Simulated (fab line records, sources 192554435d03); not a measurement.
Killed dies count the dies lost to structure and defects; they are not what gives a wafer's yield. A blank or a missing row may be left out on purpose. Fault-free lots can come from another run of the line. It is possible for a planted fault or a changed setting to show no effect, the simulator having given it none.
Matching of chambers	flow n5_finfet	N5_FIN_SAQP_DESCUM_21 on rie_diel-04 has 4 sister chambers
The step chemistry O2, time 7.9 s. 18 wafers are shown with their chamber, then 9 later ones without.

== EACH WAFER AND ITS CHAMBER ==
wafer	chamber	drypump_motor_current_A (A)	throttle_valve_pct (%)	showerhead_plenum_p_Torr (Torr)
L074.1	1	5.6	20.31	2.09
L074.2	3	5.6	20.08	2.01
L074.3	0	5.6	20.78	2.09
L079.1	0	5.6	20.81	2.09
L079.2	3	5.7	20.10	2.01
L079.3	2	6.5	20.63	1.98
L081.1	3	5.6	20.12	2.00
L081.2	0	5.6	20.82	2.08
L081.6	2	6.5	20.64	1.98
L084.1	3	5.6	20.15	2.00
L084.3	1	5.6	20.34	2.08
L084.6	0	5.6	20.83	2.08
L085.3	0	5.6	20.84	2.08
L085.4	2	6.5	20.67	1.97
L085.5	1	5.6	20.34	2.08
L089.1	1	5.6	20.35	2.08
L089.3	3	5.6	20.13	2.00
L089.6	3	5.6	20.14	2.00

SIGNATURES, as means of the wafers listed above
reading	chamber 0	chamber 1	chamber 2	chamber 3	scatter within a chamber
drypump_motor_current_A	5.600	5.600	6.500	5.617	0.0244
throttle_valve_pct	20.8160	20.3350	20.6467	20.1200	0.0228
showerhead_plenum_p_Torr	2.0840	2.0825	1.9767	2.0033	0.00531
Rule: for each reading, subtract the chamber's mean from the wafer's reading, divide by that reading's scatter and square the result; add these up over the readings and take the root, which gives the wafer's distance from the chamber. If the next closest chamber is less than 2 further off than the closest, the wafer can't be placed; otherwise it belongs to the closest. The scatter: the root of (the sum of the squares of (reading less its chamber's mean) over the shown wafers, divided by (wafers less chambers)).

== WAFERS WHOSE CHAMBER IS MISSING ==
wafer	drypump_motor_current_A (A)	throttle_valve_pct (%)	showerhead_plenum_p_Torr (Torr)
L090.1	5.6	20.13	2.00
L090.3	6.5	20.67	1.97
L090.5	5.6	20.13	2.00
L091.1	5.6	20.15	2.00
L091.5	5.6	20.36	2.08
L091.6	6.5	20.68	1.97
L092.1	5.6	20.35	2.07
L092.2	6.5	20.70	1.97
L092.3	5.7	20.14	1.99

== THE CHAMBER EACH PASSED THROUGH ==
wafer	from the rows above	in truth
L090.1	3	3
L090.3	2	2
L090.5	3	3
L091.1	3	3
L091.5	1	1
L091.6	2	2
L092.1	1	1
L092.2	2	2
L092.3	3	3
Correctly placed: 9 of 9. Can't be placed from these rows: 0. Number placed wrongly: 0.
